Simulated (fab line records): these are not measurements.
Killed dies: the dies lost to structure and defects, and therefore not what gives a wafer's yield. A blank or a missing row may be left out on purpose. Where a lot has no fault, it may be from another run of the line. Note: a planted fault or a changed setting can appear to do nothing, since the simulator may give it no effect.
fab line records	flow n5Finfet	part 1 of 2: steps 1 to 3 of 6
record lots=20	wafers=60	lastDay=18
route steps=1938 shown GATE_CUT@498 MOL_CONTACT_COAG@531
lots untouched by any fault: they come from a run of this same line in which no faults occurred
startH: the number of hours between the record's first day and the start of the first shown wafer of the lot	waitH: hours from the lot's prior step to this one	" same as the row above	L1.1+2: several wafers, shown together as one row	- no value present, or no start provided	* or withheld: withheld	< > ~ a bound
route shown NAME@n: a module of which the file shows steps, and the number in the route of the first	usual: mean and standard deviation over wafers with no fault	same: alike in all rows	chamber/n: place in a boat	sites: the reading at each site	_std_site: how widely they spread, as a standard deviation	_edge_site: outer sites' mean less inner sites'	radiusMm: for every site, how far away it sits from the centre of the wafer	mask NAME#n: copy n	behind: the tool/chamber that last shaped the wafer	hold: reason for holding the lot/hours on hold/outcome of the hold	device: transistor that didn't switch, given as n, p or np	end of line: at the end of the route, the tests of the same wafers	for a step that has no rows: nothing shown but its recipe	killed: at the first sort, the dies lost to defects and structure; wafer yield is something else	map: a wafer's dies, x killed, . not, _ none there
set.NAME: the setting the step ran with; set.NAME@STEP: the setting that earlier step ran with	model.NAME: the simulator's own value behind a step, which no gauge read
steps of the route over a sample of lots; a table a step, a row a wafer
services: when a tool's chamber went out of use (startH, in hours from the record's first day, below 0 if earlier), for how many hours, and the reason
## steps
# step N5_GATE_CUT_STRIP_42
# recipe chemistry=O2	powerW=400	tempC=40	pressureMtorr=30	rfFrequencyHz=6e+07	biasPowerW=0	overashFraction=0.3	o2FlowSccm=225
# usual chamberPressureMTorr=30.001/0.026	drypumpMotorCurrentA=5.37/0.28	o2FlowSccm=225.0/0.75	oesProductAu=0.75/0.077	rfVppV=3.6/0.46	showerheadPlenumPTorr=2.13/0.052	throttleValvePct=16.70/0.21
lot.wafer	tool	chamber	startH	waitH	chamberPressureMTorr	drypumpMotorCurrentA	o2FlowSccm	oesProductAu	rfHoursCounterH	rfVppV	showerheadPlenumPTorr	throttleValvePct
L074.2	rieDiel-03	3	82.10	0.0	29.957	5.14	224.3	0.71	213	3.0	2.14	16.84
L074.3	"	2	"	"	30.003	5.24	223.8	0.71	198	3.6	2.09	16.82
L074.6	"	2	"	"	30.048	5.23	225.2	0.71	-	3.8	2.09	16.83
L075.2	rieDiel-03	1	90.11	0.0	29.989	5.28	225.2	0.86	29	3.1	2.23	16.55
L075.4	"	3	"	"	29.985	5.16	226.0	0.70	215	4.2	2.14	16.84
L075.5	"	3	"	"	29.991	5.15	224.8	0.71	-	3.2	2.14	16.85
L076.1	rieDiel-05	2	97.02	0.0	29.995	5.68	225.1	0.70	235	3.5	2.15	16.68
L076.4	"	3	"	"	30.018	5.34	225.4	0.76	-	3.9	2.10	16.66
L076.5	"	3	"	"	30.005	5.31	225.6	0.76	-	4.5	2.10	16.65
L078.1	rieDiel-03	3	115.54	0.0	29.980	5.13	225.3	0.70	223	4.0	2.14	16.85
L078.2	"	1	"	"	30.007	5.28	225.2	0.84	37	3.6	2.23	16.54
L078.5	"	3	"	"	29.967	5.15	224.7	0.71	-	4.2	2.14	16.87
L079.2	rieDiel-03	3	119.71	0.0	30.024	5.13	224.0	0.70	225	3.8	2.14	16.88
L079.3	"	0	"	"	29.976	5.95	225.3	0.73	172	2.6	2.09	16.44
L079.6	"	0	"	"	30.029	5.94	224.6	0.73	-	3.2	2.09	16.43
L080.2	rieDiel-05	0	122.98	0.0	29.967	5.02	224.3	0.69	234	4.0	2.13	16.94
L080.3	"	1	"	"	29.988	5.46	224.9	0.98	6	3.0	2.06	16.21
L080.5	"	0	"	"	30.040	5.01	224.4	0.70	-	3.3	2.13	16.94
L081.1	rieDiel-03	3	125.73	0.0	30.056	5.13	225.2	0.70	226	3.7	2.14	16.85
L081.3	"	0	"	"	29.979	5.91	224.2	0.73	174	3.7	2.09	16.43
L081.6	"	2	"	"	30.080	5.23	225.4	0.70	-	3.6	2.08	16.85
L082.3	rieDiel-06	1	131.66	0.0	29.981	5.46	224.7	0.69	234	4.0	2.14	16.81
L082.5	"	0	"	"	29.978	5.07	224.9	0.75	-	3.4	2.20	16.62
L082.6	"	1	"	"	29.990	5.43	224.9	0.69	-	3.3	2.14	16.82
L083.1	rieDiel-03	3	138.57	0.0	29.976	5.16	225.1	0.69	231	3.1	2.13	16.90
L083.2	"	0	"	"	29.988	5.92	224.8	0.72	178	4.3	2.09	16.45
L083.6	"	2	"	"	29.994	5.23	224.0	0.68	-	3.6	2.08	16.85
L084.1	rieDiel-06	3	144.05	0.0	30.016	5.34	224.7	0.72	153	3.1	2.10	16.83
L084.4	"	3	"	"	29.975	5.30	225.2	0.72	-	3.4	2.10	16.84
L084.5	"	1	"	"	30.016	5.43	225.4	0.69	-	4.1	2.14	16.83
L086.3	rieDiel-06	0	156.61	0.0	30.004	5.09	225.8	0.74	142	3.1	2.20	16.63
L086.4	"	3	"	"	30.028	5.32	225.7	0.72	158	3.4	2.10	16.84
L086.5	"	0	"	"	29.976	5.09	224.2	0.75	-	3.6	2.20	16.62
L087.2	rieDiel-05	3	166.10	0.0	30.014	5.32	223.0	0.75	154	3.6	2.09	16.71
L087.3	"	1	"	"	29.988	5.45	224.2	0.95	18	3.8	2.06	16.24
L087.5	"	1	"	"	30.016	5.47	224.7	0.94	-	3.9	2.06	16.23
L088.3	rieDiel-05	1	168.63	0.0	30.017	5.45	224.7	0.94	19	3.5	2.06	16.25
L088.5	"	0	"	"	30.053	5.01	224.4	0.68	-	4.5	2.13	16.96
L088.6	"	3	"	"	30.013	5.31	225.1	0.75	-	3.3	2.09	16.69
L090.2	rieDiel-06	0	179.36	0.0	29.961	5.08	226.1	0.75	149	3.6	2.19	16.65
L090.3	"	3	"	"	29.998	5.32	224.7	0.71	167	3.3	2.09	16.87
L090.4	"	0	"	"	29.971	5.08	226.5	0.74	-	3.6	2.20	16.65
L091.1	rieDiel-06	2	186.53	0.0	29.985	5.88	227.0	0.74	194	3.2	2.09	17.04
L091.2	"	3	"	"	30.027	5.30	224.9	0.71	170	3.5	2.09	16.88
L091.4	"	3	"	"	30.014	5.31	225.4	0.71	-	3.3	2.09	16.87
L092.1	rieDiel-06	2	192.17	0.0	30.018	5.92	225.0	0.74	197	3.8	2.09	17.03
L092.2	"	0	"	"	30.008	5.04	225.0	0.74	155	3.3	2.19	16.66
L092.3	"	3	"	"	30.035	5.33	223.9	0.70	173	3.1	2.09	16.86
L093.1	rieDiel-03	0	197.30	0.0	30.027	5.93	225.0	0.72	196	3.9	2.08	16.46
L093.3	"	3	"	"	30.003	5.12	224.4	0.69	246	3.8	2.13	16.91
L093.5	"	3	"	"	30.022	5.13	225.5	0.68	-	4.4	2.13	16.92
L094.1	rieDiel-06	1	203.13	0.0	30.009	5.43	225.5	0.98	3	2.8	2.14	16.34
L094.4	"	2	"	"	30.016	5.89	225.6	0.73	200	3.8	2.09	17.03
L094.5	"	1	"	"	30.000	5.45	225.1	0.97	-	3.7	2.14	16.33
L096.1	rieDiel-03	0	216.60	0.0	30.003	5.92	226.5	0.71	203	3.2	2.08	16.50
L096.3	"	2	"	"	30.001	5.27	224.2	0.67	241	3.9	2.07	16.91
L096.4	"	1	"	"	30.034	5.29	224.7	0.80	-	3.3	2.22	16.61
L097.3	rieDiel-05	1	224.21	0.0	30.006	5.48	225.0	0.90	38	3.4	2.05	16.28
L097.5	"	1	"	"	29.982	5.44	223.8	0.91	-	3.3	2.05	16.29
L097.6	"	2	"	"	30.017	5.68	224.8	0.90	-	3.0	2.14	16.30
# step N5_GATE_CUT_CUT_ETCH_54
# recipe chemistry=Cl2/BCl3	target=TiN	maskMaterial=SiO2	targetDepthA=967	pressureMtorr=10	icpW=1000	biasW=126	Cl2_flow_sccm=53.25	bcl3FlowSccm=21.75	Ar_flow_sccm=25	ends=cleared
# usual chamberPressureMTorr=9.996/0.023	drypumpMotorCurrentA=5.7/0.36	etchRfOnTimeS=36.3/0.77	oesProductAu=0.71/0.12	throttleValvePct=22.31/0.24
lot.wafer	tool	chamber	startH	waitH	chamberPressureMTorr	drypumpMotorCurrentA	etchRfOnTimeS	oesProductAu	rfHoursCounterH	throttleValvePct
L074.2	rieMetal-02	0	82.31	0.0	9.994	4.9	36.8	0.63	74	22.07
L074.3	"	1	"	"	9.981	5.7	36.5	0.60	-	22.33
L074.6	"	0	"	"	9.973	4.9	36.8	0.63	-	22.10
L075.2	rieMetal-01	1	90.31	0.0	9.996	5.7	35.7	0.86	7	22.56
L075.4	"	1	"	"	10.003	5.7	35.8	0.85	-	22.54
L075.5	"	0	"	"	10.009	6.1	34.7	0.92	-	21.97
L076.1	rieMetal-03	1	97.29	0.0	9.999	5.6	36.5	0.65	65	22.54
L076.4	"	0	"	"	10.015	5.9	36.9	0.53	-	22.22
L076.5	"	1	"	"	10.000	5.5	36.0	0.66	-	22.54
L078.1	rieMetal-03	1	115.75	0.0	9.992	5.5	36.5	0.65	68	22.55
L078.2	"	0	"	"	9.985	5.9	37.5	0.53	138	22.25
L078.5	"	1	"	"	9.998	5.5	36.9	0.64	-	22.55
L079.2	rieMetal-01	0	119.92	0.0	10.001	6.1	35.0	0.87	3	21.99
L079.3	"	1	"	"	10.013	5.7	36.6	0.83	-	22.57
L079.6	"	0	"	"	9.990	6.1	35.0	0.89	-	21.98
L080.2	rieMetal-02	1	123.18	0.0	9.982	5.7	36.2	0.60	107	22.34
L080.3	"	0	"	"	9.992	4.9	36.4	0.62	-	22.08
L080.5	"	1	"	"	9.993	5.7	36.2	0.61	-	22.34
L081.1	rieMetal-01	1	125.94	0.0	10.000	5.7	36.4	0.83	10	22.57
L081.3	"	1	"	"	10.005	5.7	36.8	0.83	-	22.58
L081.6	"	0	"	"	9.988	6.1	35.3	0.87	-	22.00
L082.3	rieMetal-02	0	131.89	0.0	10.004	4.9	37.1	0.61	-	22.10
L082.5	"	0	"	"	9.994	4.9	36.8	0.61	-	22.08
L082.6	"	1	"	"	9.999	5.7	36.4	0.60	-	22.36
L083.1	rieMetal-02	1	138.78	0.0	9.991	5.7	35.8	0.60	109	22.36
L083.2	"	0	"	"	10.009	4.9	36.5	0.62	80	22.09
L083.6	"	1	"	"	9.995	5.7	36.2	0.60	-	22.35
L084.1	rieMetal-01	0	144.26	0.0	9.995	6.1	35.3	0.87	4	22.00
L084.4	"	1	"	"	9.991	5.7	36.3	0.82	-	22.56
L084.5	"	1	"	"	10.006	5.7	36.3	0.83	-	22.58
L086.3	rieMetal-01	1	156.84	0.0	9.993	5.7	36.6	0.81	-	22.56
L086.4	"	0	"	"	9.992	6.1	35.2	0.85	-	22.00
L086.5	"	1	"	"	10.003	5.7	36.9	0.82	-	22.59
L087.2	rieMetal-02	1	166.31	0.0	10.020	5.7	36.0	0.59	111	22.36
L087.3	"	1	"	"	9.986	5.7	35.9	0.59	-	22.35
L087.5	"	0	"	"	9.991	4.9	36.3	0.62	-	22.09
L088.3	rieMetal-01	1	168.85	0.0	9.980	5.7	36.6	0.81	-	22.57
L088.5	"	0	"	"	9.998	6.1	35.0	0.85	-	21.98
L088.6	"	1	"	"	9.998	5.7	36.5	0.81	-	22.59
L090.2	rieMetal-03	1	179.57	0.0	10.010	5.5	36.5	0.63	74	22.58
L090.3	"	0	"	"	10.009	5.9	37.4	0.92	-	22.08
L090.4	"	1	"	"	10.004	5.5	36.7	0.64	-	22.57
L091.1	rieMetal-01	1	186.74	0.0	10.002	5.7	36.3	0.80	16	22.58
L091.2	"	0	"	"	9.992	6.2	35.2	0.84	9	22.00
L091.4	"	1	"	"	10.008	5.7	36.6	0.80	-	22.58
L092.1	rieMetal-01	1	192.38	0.0	9.990	5.7	36.4	0.80	16	22.59
L092.2	"	0	"	"	9.988	6.1	35.0	0.83	9	22.00
L092.3	"	0	"	"	9.995	6.1	35.0	0.84	-	22.00
L093.1	rieMetal-02	0	197.51	0.0	10.007	5.0	36.3	0.62	84	22.08
L093.3	"	0	"	"	10.015	4.9	36.2	0.61	-	22.10
L093.5	"	1	"	"	9.999	5.7	35.5	0.60	-	22.36
L094.1	rieMetal-01	1	203.33	0.0	9.975	5.7	36.6	0.79	18	22.57
L094.4	"	1	"	"	9.996	5.7	36.4	0.79	-	22.60
L094.5	"	0	"	"	10.006	6.1	34.9	0.83	-	22.01
L096.1	rieMetal-01	0	216.86	0.0	9.989	6.1	35.1	0.82	12	22.01
L096.3	"	1	"	"	10.011	5.7	36.2	0.78	-	22.58
L096.4	"	0	"	"	9.993	6.1	35.2	0.82	-	22.00
L097.3	rieMetal-02	0	224.44	0.0	9.990	5.0	36.5	0.61	-	22.12
L097.5	"	1	"	"	9.994	5.7	36.0	0.59	-	22.38
L097.6	"	0	"	"	10.000	4.9	36.6	0.60	-	22.11
# step N5_MOL_CONTACT_COAG_ETCH_105
# recipe chemistry=CF4	target=SiARC	targetDepthA=156	maskMaterial=CAR-EUV	timeS=26	ionEnergyEv=80	pressureMtorr=40	sourceW=545	biasW=36	Ar_flow_sccm=100	cf4FlowSccm=100	ends=cleared
# usual chamberPressureMTorr=40.00/0.039	drypumpMotorCurrentA=5.9/0.56	etchRfOnTimeS=25.9/0.57	oesProductAu=0.66/0.059	rfVppV=183.7/0.99	showerheadPlenumPTorr=2.10/0.054	throttleValvePct=15.74/0.28
lot.wafer	tool	chamber	startH	waitH	chamberPressureMTorr	drypumpMotorCurrentA	etchRfOnTimeS	oesProductAu	rfHoursCounterH	rfVppV	showerheadPlenumPTorr	throttleValvePct
L074.2	rieDiel-04	3	86.08	0.0	40.04	5.3	26.0	0.66	136	183.3	2.07	15.73
L074.3	"	2	"	"	39.95	6.1	24.6	0.81	17	183.5	2.09	15.24
L074.6	"	0	"	"	40.00	6.8	26.3	0.63	-	183.4	2.04	15.94
L075.2	rieDiel-04	2	93.86	0.0	40.00	6.1	24.5	0.80	20	183.8	2.09	15.27
L075.4	"	1	"	"	40.03	6.0	26.1	0.63	189	184.4	2.13	15.98
L075.5	"	0	"	"	40.02	6.8	26.1	0.63	-	184.4	2.04	15.92
L076.1	rieDiel-01	3	100.81	0.0	39.96	6.2	26.5	0.72	35	186.2	2.18	15.08
L076.4	"	1	"	"	39.99	5.4	25.8	0.73	43	183.7	2.19	15.40
L076.5	"	0	"	"	40.02	5.3	26.2	0.77	-	184.0	2.18	15.50
L078.1	rieDiel-04	3	119.28	0.0	40.03	5.3	25.8	0.66	146	183.5	2.07	15.77
L078.2	"	1	"	"	39.99	6.0	26.2	0.63	196	184.7	2.13	15.99
L078.5	"	1	"	"	40.04	6.0	26.2	0.62	-	184.9	2.13	15.98
L079.2	rieDiel-04	0	123.61	0.0	40.05	6.8	26.3	0.62	183	182.6	2.04	15.94
L079.3	"	2	"	"	39.93	6.1	24.9	0.78	28	182.7	2.09	15.29
L079.6	"	1	"	"	39.95	6.0	26.1	0.62	-	185.2	2.13	16.00
L080.2	rieDiel-04	1	126.72	0.0	40.03	6.0	26.3	0.62	199	183.5	2.13	15.98
L080.3	"	3	"	"	40.00	5.3	26.0	0.65	148	181.5	2.07	15.78
L080.5	"	3	"	"	40.01	5.3	26.2	0.65	-	181.9	2.07	15.78
L081.1	rieDiel-02	3	129.32	0.0	39.99	5.0	25.3	0.63	162	183.8	2.14	16.06
L081.3	"	0	"	"	40.00	5.6	26.6	0.61	221	186.1	2.20	15.95
L081.6	"	0	"	"	40.02	5.6	26.7	0.61	-	185.2	2.20	15.93
L082.3	rieDiel-04	3	135.25	0.0	40.03	5.3	25.9	0.66	150	182.4	2.06	15.78
L082.5	"	0	"	"	39.93	6.8	26.2	0.61	-	182.6	2.04	15.96
L082.6	"	1	"	"	39.96	6.0	25.9	0.62	-	183.2	2.12	15.99
L083.1	rieDiel-01	3	142.30	0.0	40.02	6.2	26.7	0.70	50	184.9	2.17	15.11
L083.2	"	0	"	"	40.00	5.3	26.4	0.75	36	184.7	2.17	15.51
L083.6	"	2	"	"	39.91	5.2	26.4	0.68	-	182.9	2.08	15.56
L084.1	rieDiel-04	1	147.64	0.0	40.06	6.0	26.5	0.61	206	184.2	2.12	16.01
L084.4	"	3	"	"	39.98	5.3	26.2	0.65	-	183.3	2.06	15.80
L084.5	"	1	"	"	39.98	6.0	26.5	0.62	-	184.5	2.12	16.02
L086.3	rieDiel-01	2	160.38	0.0	40.03	5.1	26.5	0.67	89	185.0	2.08	15.55
L086.4	"	1	"	"	39.95	5.4	26.3	0.70	66	184.9	2.18	15.46
L086.5	"	2	"	"	40.03	5.2	26.2	0.68	-	185.1	2.07	15.55
L087.2	rieDiel-04	0	169.96	0.0	39.98	6.8	26.3	0.61	197	183.1	2.03	15.97
L087.3	"	3	"	"	39.99	5.3	26.1	0.65	163	183.1	2.06	15.81
L087.5	"	2	"	"	40.02	6.1	24.9	0.76	-	184.7	2.09	15.32
L088.3	rieDiel-02	3	172.31	0.0	39.93	5.0	25.2	0.64	179	184.2	2.14	16.06
L088.5	"	2	"	"	39.96	5.8	25.9	0.65	-	183.8	2.21	15.59
L088.6	"	3	"	"	40.04	5.0	25.4	0.63	-	184.9	2.14	16.08
L090.2	rieDiel-02	1	183.03	0.0	39.99	6.6	25.7	0.61	166	183.5	2.13	15.86
L090.3	"	0	"	"	39.98	5.6	26.9	0.60	241	183.4	2.20	15.96
L090.4	"	3	"	"	40.00	5.1	25.2	0.63	183	183.6	2.13	16.08
L091.1	rieDiel-02	1	190.46	0.0	39.98	6.6	25.9	0.61	169	184.7	2.13	15.85
L091.2	"	2	"	"	39.98	5.8	25.6	0.64	179	186.3	2.21	15.62
L091.4	"	0	"	"	40.01	5.6	27.0	0.59	244	185.5	2.20	15.97
L092.1	rieDiel-04	1	196.05	0.0	40.05	6.0	26.0	0.60	223	184.3	2.12	16.03
L092.2	"	0	"	"	40.00	6.8	26.2	0.60	206	183.6	2.03	15.99
L092.3	"	3	"	"	39.98	5.3	25.9	0.64	172	183.7	2.06	15.84
L093.1	rieDiel-04	2	201.03	0.0	39.97	6.1	24.8	0.74	54	182.4	2.08	15.33
L093.3	"	1	"	"	39.95	6.0	26.1	0.61	224	185.2	2.12	16.03
L093.5	"	2	"	"	40.02	6.1	24.7	0.75	-	183.4	2.08	15.33
L094.1	rieDiel-04	1	206.95	0.0	39.91	6.0	26.6	0.60	227	186.5	2.12	16.04
L094.4	"	3	"	"	40.00	5.3	26.2	0.63	176	183.8	2.06	15.82
L094.5	"	0	"	"	40.04	6.8	26.2	0.60	-	183.0	2.03	15.99
L096.1	rieDiel-04	1	220.24	0.0	40.02	6.0	26.5	0.60	232	183.7	2.12	16.05
L096.3	"	3	"	"	39.98	5.3	26.0	0.64	182	183.1	2.05	15.85
L096.4	"	0	"	"	39.98	6.8	26.0	0.61	214	182.7	2.03	16.00
L097.3	rieDiel-04	3	228.03	0.0	40.05	5.3	26.0	0.63	183	183.4	2.05	15.84
L097.5	"	2	"	"	40.00	6.2	24.9	0.74	-	182.9	2.08	15.36
L097.6	"	3	"	"	40.00	5.3	26.0	0.63	-	183.9	2.05	15.85
